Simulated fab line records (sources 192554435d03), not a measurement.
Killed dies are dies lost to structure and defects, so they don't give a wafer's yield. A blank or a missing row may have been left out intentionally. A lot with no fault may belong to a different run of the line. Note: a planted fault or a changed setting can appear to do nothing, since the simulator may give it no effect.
What tool caused it? + flow n5Finfet + 22 lots, 66 wafers sampled, at 6 steps of a route of 1938

== WHAT EACH GAUGE READ, for each wafer ==
No reading from a measuring or inspecting step in the record can be judged against a usual standard deviation.

== EACH LOT AND THE TOOL THAT RAN IT (in order: tool; ch and the chambers of the sampled wafers; start) ==
| lot  | N5_MOL_CONTACT_COAG_ETCH_65      | N5_BEOL_M0_SAQP_SPACER1_ETCHBACK_99 | N5_BEOL_M0_SAQP_RECESS_104        | N5_BEOL_M0_SAQP_ETCH_106         | N5_BEOL_M0_SAQP_ETCH_49           | N5_BEOL_M0_ANNEAL_119           |
|------|----------------------------------|-------------------------------------|-----------------------------------|----------------------------------|-----------------------------------|---------------------------------|
| L074 | rieDiel-02 ch 0,2, day 5 06:46   | rieDiel-05 ch 0,2,3, day 5 16:22    | vaporEtch-02 ch 0, day 5 17:10    | rieDiel-01 ch 0,1,2, day 5 17:42 | rieDiel-05 ch 0,1,2, day 5 21:47  | rtpAnneal-01 ch 0, day 6 04:14  |
| L075 | rieDiel-03 ch 0,1,3, day 5 08:18 | rieDiel-04 ch 0,2,3, day 5 15:46    | vaporEtch-02 ch 0,1, day 5 16:27  | rieDiel-01 ch 1,2, day 5 16:58   | rieDiel-05 ch 0,2,3, day 5 21:11  | rtpAnneal-02 ch 0, day 6 04:16  |
| L076 | rieDiel-03 ch 0,2, day 5 15:49   | rieDiel-04 ch 0,1, day 5 23:35      | vaporEtch-01 ch 0,1, day 6 00:03  | rieDiel-05 ch 1,2,3, day 6 00:45 | rieDiel-05 ch 2,3, day 6 03:23    | rtpAnneal-01 ch 0, day 6 08:54  |
| L077 | rieDiel-03 ch 0,1,2, day 6 00:05 | rieDiel-05 ch 2,3, day 6 08:41      | vaporEtch-02 ch 0,1, day 6 09:15  | rieDiel-04 ch 0,1,3, day 6 09:53 | rieDiel-01 ch 1,2,3, day 6 12:31  | rtpAnneal-02 ch 0, day 6 18:37  |
| L078 | rieDiel-03 ch 1,2,3, day 6 00:35 | rieDiel-01 ch 1,3, day 6 11:53      | vaporEtch-02 ch 0,1, day 6 12:20  | rieDiel-05 ch 1,2,3, day 6 12:47 | rieDiel-04 ch 1,3, day 6 16:47    | rtpAnneal-01 ch 0, day 6 22:12  |
| L079 | rieDiel-02 ch 0,3, day 6 05:56   | rieDiel-01 ch 1,2, day 6 15:28      | vaporEtch-01 ch 0,1, day 6 16:00  | rieDiel-04 ch 0,3, day 6 16:27   | rieDiel-05 ch 1,2, day 6 18:57    | rtpAnneal-02 ch 0, day 7 00:07  |
| L080 | rieDiel-06 ch 0,1,2, day 6 17:37 | rieDiel-04 ch 2,3, day 7 03:01      | vaporEtch-01 ch 1, day 7 03:28    | rieDiel-04 ch 1,2,3, day 7 04:00 | rieDiel-04 ch 0,2,3, day 7 06:37  | rtpAnneal-01 ch 0, day 7 13:16  |
| L081 | rieDiel-02 ch 1,2,3, day 6 21:25 | rieDiel-04 ch 0,1,3, day 7 12:22    | vaporEtch-02 ch 0,1, day 7 12:49  | rieDiel-05 ch 0,1,2, day 7 13:22 | rieDiel-05 ch 0,1,2, day 7 16:28  | rtpAnneal-02 ch 0, day 7 21:31  |
| L082 | rieDiel-02 ch 1,3, day 7 02:07   | rieDiel-04 ch 2,3, day 7 12:58      | vaporEtch-01 ch 0,1, day 7 13:31  | rieDiel-04 ch 1,2, day 7 13:58   | rieDiel-04 ch 0,3, day 7 17:01    | rtpAnneal-02 ch 0, day 7 20:51  |
| L083 | rieDiel-02 ch 0,2, day 7 06:26   | rieDiel-05 ch 0,2,3, day 7 16:20    | vaporEtch-02 ch 0,1, day 7 16:55  | rieDiel-05 ch 0,1,2, day 7 17:22 | rieDiel-05 ch 0,2, day 7 20:04    | rtpAnneal-01 ch 0, day 8 04:49  |
| L084 | rieDiel-02 ch 1,2,3, day 7 19:29 | rieDiel-05 ch 0,1,2, day 8 04:46    | vaporEtch-02 ch 1, day 8 05:13    | rieDiel-04 ch 1,3, day 8 05:40   | rieDiel-04 ch 0,1, day 8 09:11    | rtpAnneal-01 ch 0, day 8 13:20  |
| L085 | rieDiel-02 ch 1,2,3, day 7 19:53 | rieDiel-04 ch 0,2,3, day 8 06:31    | vaporEtch-01 ch 0,1, day 8 06:59  | rieDiel-05 ch 0,2,3, day 8 07:26 | rieDiel-04 ch 0,1,2, day 8 10:09  | rtpAnneal-02 ch 0, day 8 13:43  |
| L086 | rieDiel-06 ch 0,3, day 8 07:42   | rieDiel-04 ch 0,1, day 8 16:41      | vaporEtch-02 ch 0,1, day 8 17:16  | rieDiel-01 ch 2,3, day 8 17:35   | rieDiel-05 ch 0,3, day 8 20:10    | rtpAnneal-02 ch 0, day 9 07:11  |
| L087 | rieDiel-03 ch 1,2,3, day 8 12:50 | rieDiel-04 ch 1,2, day 8 22:44      | vaporEtch-02 ch 0,1, day 8 23:19  | rieDiel-01 ch 1,2,3, day 8 23:38 | rieDiel-01 ch 2,3, day 9 02:14    | rtpAnneal-02 ch 0, day 9 09:11  |
| L088 | rieDiel-03 ch 0,1,2, day 8 17:24 | rieDiel-05 ch 2,3, day 9 01:02      | vaporEtch-01 ch 0,1, day 9 01:33  | rieDiel-04 ch 0,3, day 9 02:00   | rieDiel-04 ch 1,2, day 9 04:35    | rtpAnneal-01 ch 0, day 9 09:41  |
| L089 | rieDiel-02 ch 1,2, day 8 19:51   | rieDiel-05 ch 1,2, day 9 05:51      | vaporEtch-02 ch 0,1, day 9 06:23  | rieDiel-05 ch 2,3, day 9 06:50   | rieDiel-01 ch 1,3, day 9 09:53    | rtpAnneal-02 ch 0, day 9 15:36  |
| L090 | rieDiel-02 ch 1,3, day 9 02:22   | rieDiel-04 ch 1,2,3, day 9 11:24    | vaporEtch-01 ch 0,1, day 9 11:59  | rieDiel-01 ch 1,2, day 9 12:19   | rieDiel-04 ch 1,2,3, day 9 15:41  | rtpAnneal-02 ch 0, day 9 21:40  |
| L091 | rieDiel-02 ch 0,2,3, day 9 09:32 | rieDiel-05 ch 1,2,3, day 9 17:10    | vaporEtch-02 ch 0, day 9 17:37    | rieDiel-05 ch 1,3, day 9 18:04   | rieDiel-05 ch 1,2,3, day 9 20:41  | rtpAnneal-01 ch 0, day 10 01:26 |
| L092 | rieDiel-02 ch 2,3, day 9 14:35   | rieDiel-01 ch 1,2,3, day 9 23:12    | vaporEtch-02 ch 0,1, day 9 23:39  | rieDiel-01 ch 1,2, day 10 00:06  | rieDiel-01 ch 1,2, day 10 02:51   | rtpAnneal-02 ch 0, day 10 08:23 |
| L093 | rieDiel-06 ch 1,2, day 9 20:15   | rieDiel-04 ch 0,3, day 10 05:14     | vaporEtch-02 ch 0,1, day 10 05:42 | rieDiel-05 ch 0,3, day 10 06:09  | rieDiel-05 ch 0,1,2, day 10 08:28 | rtpAnneal-01 ch 0, day 10 14:26 |
| L094 | rieDiel-02 ch 0,1,2, day 9 23:12 | rieDiel-01 ch 1,2, day 10 07:27     | vaporEtch-01 ch 0,1, day 10 07:59 | rieDiel-01 ch 1,3, day 10 08:26  | rieDiel-04 ch 1,2,3, day 10 10:44 | rtpAnneal-01 ch 0, day 10 16:22 |
| L095 | rieDiel-02 ch 0,3, day 10 08:43  | rieDiel-01 ch 2,3, day 10 17:07     | vaporEtch-02 ch 0,1, day 10 17:35 | rieDiel-04 ch 0,3, day 10 18:02  | rieDiel-01 ch 1,2,3, day 10 20:22 | rtpAnneal-01 ch 0, day 11 04:30 |
- N5_MOL_CONTACT_COAG_ETCH_65: etches underlayer in N2/H2, target depth 13 nm, time 10.4 s.
- N5_BEOL_M0_SAQP_SPACER1_ETCHBACK_99: etches SiO2 in CHF3/O2, target depth 15.4 nm, time 7.7 s.
- N5_BEOL_M0_SAQP_RECESS_104: chemistry HF/NH3, target SiO2, target depth 18 nm, afs cycles 3, sublimation time 60 s.
- N5_BEOL_M0_SAQP_ETCH_106: etches SOC in N2/H2, stops on SiNx, target depth 150 nm.
- N5_BEOL_M0_SAQP_ETCH_49: etches SiO2 in CF4/O2, target depth 37 nm.
- N5_BEOL_M0_ANNEAL_119: time 90 s.

== AS READ BY THE TOOLS THEMSELVES (means over the sampled wafers that have a number; for cases with no such wafer, the mark the record gives instead) ==
N5_MOL_CONTACT_COAG_ETCH_65.
| lot  | tool       | drypumpMotorCurrentA (A) | etchRfOnTimeS (s) | oesProductAu (a.u.) | rfVppV (V) | showerheadPlenumPTorr (Torr) | throttleValvePct (%) |
|------|------------|--------------------------|-------------------|---------------------|------------|------------------------------|----------------------|
| L074 | rieDiel-02 | 5.53                     | 10.69             | 0.61                | 523.3      | 2.52                         | 17.71                |
| L075 | rieDiel-03 | 5.60                     | 10.34             | 0.69                | 525.1      | 2.61                         | 17.89                |
| L076 | rieDiel-03 | 5.93                     | 10.41             | 0.64                | 522.6      | 2.50                         | 17.90                |
| L077 | rieDiel-03 | 5.65                     | 10.25             | 0.64                | 522.8      | 2.54                         | 17.92                |
| L078 | rieDiel-03 | 5.77                     | 10.49             | 0.67                | 525.5      | 2.62                         | 17.82                |
| L079 | rieDiel-02 | 5.58                     | 10.43             | 0.62                | 523.8      | 2.52                         | 18.05                |
| L080 | rieDiel-06 | 5.83                     | 10.19             | 0.63                | 523.9      | 2.53                         | 18.11                |
| L081 | rieDiel-02 | 5.62                     | 10.23             | 0.63                | 523.3      | 2.56                         | 18.08                |
| L082 | rieDiel-02 | 5.66                     | 10.30             | 0.63                | 524.2      | 2.55                         | 18.23                |
| L083 | rieDiel-02 | 5.50                     | 10.78             | 0.59                | 523.3      | 2.51                         | 17.73                |
| L084 | rieDiel-02 | 5.61                     | 10.13             | 0.63                | 524.5      | 2.55                         | 18.09                |
| L085 | rieDiel-02 | 5.59                     | 10.15             | 0.63                | 524.2      | 2.55                         | 18.09                |
| L086 | rieDiel-06 | 5.44                     | 10.49             | 0.63                | 522.4      | 2.50                         | 17.76                |
| L087 | rieDiel-03 | 5.77                     | 10.50             | 0.64                | 525.6      | 2.61                         | 17.85                |
| L088 | rieDiel-03 | 5.66                     | 10.26             | 0.62                | 524.0      | 2.53                         | 17.97                |
| L089 | rieDiel-02 | 5.55                     | 10.19             | 0.62                | 523.1      | 2.55                         | 17.96                |
| L090 | rieDiel-02 | 5.77                     | 10.20             | 0.62                | 524.1      | 2.58                         | 18.23                |
| L091 | rieDiel-02 | 5.51                     | 10.51             | 0.60                | 522.9      | 2.51                         | 17.96                |
| L092 | rieDiel-02 | 5.49                     | 10.15             | 0.62                | 523.0      | 2.51                         | 18.16                |
| L093 | rieDiel-06 | 5.71                     | 10.41             | 0.68                | 524.2      | 2.59                         | 18.03                |
| L094 | rieDiel-02 | 5.65                     | 10.45             | 0.60                | 523.4      | 2.54                         | 17.94                |
| L095 | rieDiel-02 | 5.57                     | 10.44             | 0.61                | 522.8      | 2.50                         | 18.12                |

N5_BEOL_M0_SAQP_SPACER1_ETCHBACK_99.
| lot  | tool       | drypumpMotorCurrentA (A) | oesProductAu (a.u.) | rfVppV (V) | showerheadPlenumPTorr (Torr) | throttleValvePct (%) |
|------|------------|--------------------------|---------------------|------------|------------------------------|----------------------|
| L074 | rieDiel-05 | 5.8                      | 0.75                | 529        | 2.46                         | 18.99                |
| L075 | rieDiel-04 | 5.5                      | 0.71                | 518        | 2.33                         | 18.92                |
| L076 | rieDiel-04 | 5.3                      | 0.82                | 516        | 2.47                         | 18.84                |
| L077 | rieDiel-05 | 5.9                      | 0.75                | 518        | 2.46                         | 18.90                |
| L078 | rieDiel-01 | 6.1                      | 0.82                | 517        | 2.41                         | 18.75                |
| L079 | rieDiel-01 | 5.5                      | 0.84                | 512        | 2.36                         | 18.86                |
| L080 | rieDiel-04 | 5.7                      | 0.78                | 525        | 2.38                         | 18.85                |
| L081 | rieDiel-04 | 5.5                      | 0.78                | 518        | 2.41                         | 18.92                |
| L082 | rieDiel-04 | 5.6                      | 0.77                | 525        | 2.37                         | 18.85                |
| L083 | rieDiel-05 | 5.8                      | 0.82                | 527        | 2.45                         | 18.89                |
| L084 | rieDiel-05 | 5.8                      | 0.85                | 531        | 2.41                         | 18.95                |
| L085 | rieDiel-04 | 5.5                      | 0.78                | 522        | 2.42                         | 18.81                |
| L086 | rieDiel-04 | 5.6                      | 0.82                | 520        | 2.50                         | 18.89                |
| L087 | rieDiel-04 | 5.7                      | 0.88                | 529        | 2.55                         | 18.79                |
| L088 | rieDiel-05 | 5.6                      | 0.77                | 530        | 2.43                         | 18.99                |
| L089 | rieDiel-05 | 5.6                      | 0.79                | 533        | 2.39                         | 19.06                |
| L090 | rieDiel-04 | 5.7                      | 0.90                | 528        | 2.55                         | 18.71                |
| L091 | rieDiel-05 | 5.9                      | 0.77                | 523        | 2.41                         | 19.00                |
| L092 | rieDiel-01 | 5.8                      | 0.79                | 515        | 2.37                         | 18.86                |
| L093 | rieDiel-04 | 5.5                      | 0.88                | 523        | 2.51                         | 18.74                |
| L094 | rieDiel-01 | 5.9                      | 0.80                | 511        | 2.35                         | 18.79                |
| L095 | rieDiel-01 | 5.4                      | 0.77                | 515        | 2.37                         | 18.99                |

N5_BEOL_M0_SAQP_RECESS_104.
| lot  | tool         | drypumpMotorCurrentA (A) |
|------|--------------|--------------------------|
| L074 | vaporEtch-02 | 5.49                     |
| L075 | vaporEtch-02 | 5.37                     |
| L076 | vaporEtch-01 | 5.52                     |
| L077 | vaporEtch-02 | 5.45                     |
| L078 | vaporEtch-02 | 5.43                     |
| L079 | vaporEtch-01 | 5.34                     |
| L080 | vaporEtch-01 | 5.70                     |
| L081 | vaporEtch-02 | 5.37                     |
| L082 | vaporEtch-01 | 5.53                     |
| L083 | vaporEtch-02 | 5.43                     |
| L084 | vaporEtch-02 | 5.31                     |
| L085 | vaporEtch-01 | 5.34                     |
| L086 | vaporEtch-02 | 5.42                     |
| L087 | vaporEtch-02 | 5.36                     |
| L088 | vaporEtch-01 | 5.35                     |
| L089 | vaporEtch-02 | 5.44                     |
| L090 | vaporEtch-01 | 5.54                     |
| L091 | vaporEtch-02 | 5.49                     |
| L092 | vaporEtch-02 | 5.39                     |
| L093 | vaporEtch-02 | 5.43                     |
| L094 | vaporEtch-01 | 5.53                     |
| L095 | vaporEtch-02 | 5.35                     |

N5_BEOL_M0_SAQP_ETCH_106.
| lot  | tool       | drypumpMotorCurrentA (A) | oesProductAu (a.u.) | rfVppV (V) | showerheadPlenumPTorr (Torr) | throttleValvePct (%) |
|------|------------|--------------------------|---------------------|------------|------------------------------|----------------------|
| L074 | rieDiel-01 | 5.9                      | 0.80                | 240.2      | 2.52                         | 17.73                |
| L075 | rieDiel-01 | 5.9                      | 0.85                | 239.3      | 2.48                         | 17.65                |
| L076 | rieDiel-05 | 5.9                      | 0.78                | 241.5      | 2.56                         | 17.89                |
| L077 | rieDiel-04 | 5.5                      | 0.77                | 240.4      | 2.54                         | 17.71                |
| L078 | rieDiel-05 | 5.9                      | 0.78                | 240.9      | 2.56                         | 17.90                |
| L079 | rieDiel-04 | 5.3                      | 0.73                | 239.9      | 2.48                         | 17.65                |
| L080 | rieDiel-04 | 5.7                      | 0.83                | 240.9      | 2.60                         | 17.65                |
| L081 | rieDiel-05 | 5.8                      | 0.85                | 240.4      | 2.55                         | 17.88                |
| L082 | rieDiel-04 | 5.7                      | 0.91                | 242.9      | 2.71                         | 17.46                |
| L083 | rieDiel-05 | 5.8                      | 0.84                | 240.7      | 2.55                         | 17.89                |
| L084 | rieDiel-04 | 5.7                      | 0.73                | 240.4      | 2.49                         | 17.85                |
| L085 | rieDiel-05 | 5.8                      | 0.80                | 241.3      | 2.60                         | 17.91                |
| L086 | rieDiel-01 | 5.7                      | 0.77                | 240.5      | 2.51                         | 17.66                |
| L087 | rieDiel-01 | 5.8                      | 0.79                | 239.8      | 2.49                         | 17.68                |
| L088 | rieDiel-04 | 5.5                      | 0.88                | 241.5      | 2.64                         | 17.50                |
| L089 | rieDiel-05 | 5.9                      | 0.73                | 241.6      | 2.60                         | 17.96                |
| L090 | rieDiel-01 | 5.9                      | 0.81                | 240.1      | 2.47                         | 17.71                |
| L091 | rieDiel-05 | 6.1                      | 0.75                | 239.6      | 2.50                         | 17.84                |
| L092 | rieDiel-01 | 6.0                      | 0.80                | 239.3      | 2.47                         | 17.72                |
| L093 | rieDiel-05 | 6.0                      | 0.82                | 242.4      | 2.60                         | 17.84                |
| L094 | rieDiel-01 | 6.1                      | 0.77                | 240.7      | 2.51                         | 17.61                |
| L095 | rieDiel-04 | 5.3                      | 0.79                | 242.2      | 2.57                         | 17.57                |

N5_BEOL_M0_SAQP_ETCH_49.
| lot  | tool       | drypumpMotorCurrentA (A) | oesProductAu (a.u.) | rfVppV (V) | showerheadPlenumPTorr (Torr) | throttleValvePct (%) |
|------|------------|--------------------------|---------------------|------------|------------------------------|----------------------|
| L074 | rieDiel-05 | 5.8                      | 0.76                | 244        | 2.21                         | 16.00                |
| L075 | rieDiel-05 | 5.8                      | 0.74                | 243        | 2.25                         | 16.01                |
| L076 | rieDiel-05 | 5.9                      | 0.75                | 239        | 2.25                         | 15.94                |
| L077 | rieDiel-01 | 5.8                      | 0.84                | 237        | 2.18                         | 15.72                |
| L078 | rieDiel-04 | 5.8                      | 0.82                | 241        | 2.26                         | 15.87                |
| L079 | rieDiel-05 | 5.6                      | 0.80                | 246        | 2.20                         | 15.95                |
| L080 | rieDiel-04 | 5.5                      | 0.80                | 240        | 2.21                         | 15.76                |
| L081 | rieDiel-05 | 5.8                      | 0.86                | 245        | 2.21                         | 15.87                |
| L082 | rieDiel-04 | 5.5                      | 0.72                | 238        | 2.13                         | 15.92                |
| L083 | rieDiel-05 | 5.5                      | 0.85                | 247        | 2.23                         | 15.88                |
| L084 | rieDiel-04 | 5.3                      | 0.79                | 236        | 2.24                         | 15.79                |
| L085 | rieDiel-04 | 5.5                      | 0.85                | 240        | 2.30                         | 15.71                |
| L086 | rieDiel-05 | 6.1                      | 0.79                | 237        | 2.27                         | 15.87                |
| L087 | rieDiel-01 | 5.7                      | 0.79                | 238        | 2.19                         | 15.85                |
| L088 | rieDiel-04 | 5.7                      | 0.89                | 245        | 2.34                         | 15.64                |
| L089 | rieDiel-01 | 6.1                      | 0.79                | 238        | 2.19                         | 15.74                |
| L090 | rieDiel-04 | 5.7                      | 0.89                | 244        | 2.34                         | 15.66                |
| L091 | rieDiel-05 | 5.8                      | 0.76                | 240        | 2.21                         | 15.99                |
| L092 | rieDiel-01 | 5.5                      | 0.81                | 235        | 2.15                         | 15.83                |
| L093 | rieDiel-05 | 5.8                      | 0.83                | 244        | 2.20                         | 15.91                |
| L094 | rieDiel-04 | 5.7                      | 0.88                | 244        | 2.34                         | 15.66                |
| L095 | rieDiel-01 | 5.8                      | 0.79                | 236        | 2.17                         | 15.81                |

N5_BEOL_M0_ANNEAL_119.
| lot  | tool         | wafer_temp_C_max |
|------|--------------|------------------|
| L074 | rtpAnneal-01 | 226.27           |
| L075 | rtpAnneal-02 | 225.97           |
| L076 | rtpAnneal-01 | 226.16           |
| L077 | rtpAnneal-02 | 226.00           |
| L078 | rtpAnneal-01 | 226.14           |
| L079 | rtpAnneal-02 | 225.98           |
| L080 | rtpAnneal-01 | 226.46           |
| L081 | rtpAnneal-02 | 226.56           |
| L082 | rtpAnneal-02 | 226.14           |
| L083 | rtpAnneal-01 | 226.09           |
| L084 | rtpAnneal-01 | 226.65           |
| L085 | rtpAnneal-02 | 225.98           |
| L086 | rtpAnneal-02 | 225.81           |
| L087 | rtpAnneal-02 | 225.72           |
| L088 | rtpAnneal-01 | 226.08           |
| L089 | rtpAnneal-02 | 226.14           |
| L090 | rtpAnneal-02 | 226.04           |
| L091 | rtpAnneal-01 | 226.04           |
| L092 | rtpAnneal-02 | 226.18           |
| L093 | rtpAnneal-01 | 226.26           |
| L094 | rtpAnneal-01 | 226.24           |
| L095 | rtpAnneal-01 | 226.32           |

== THE ANSWER, worked out from the rows above alone ==
Rule: what is usual is taken from the lots themselves. The widest of any qualifying gaps counts: lots, ordered by their means at a reading, are off when they make up no more than a third of the lots, leave a main group of 4 or more, and stand apart from it by 3 or more times the standard deviation of that group's means. If all means in a main group match to the digits the tables above print for the reading, that group is not used. Also off: a lot with no number at a reading for which 4 or more lots have one. Any other lot the step has rows for is counted as sound. First the gauges in route order, then the tools' own readings, where a lot's mean is used as printed above. At the first step where some lot is off, the reading lying furthest off is the one used; lots without a number count as furthest.
No lot is off at any reading shown: from this, nothing can be told.

== WHAT WAS PUT IN BY THE SIMULATOR ==
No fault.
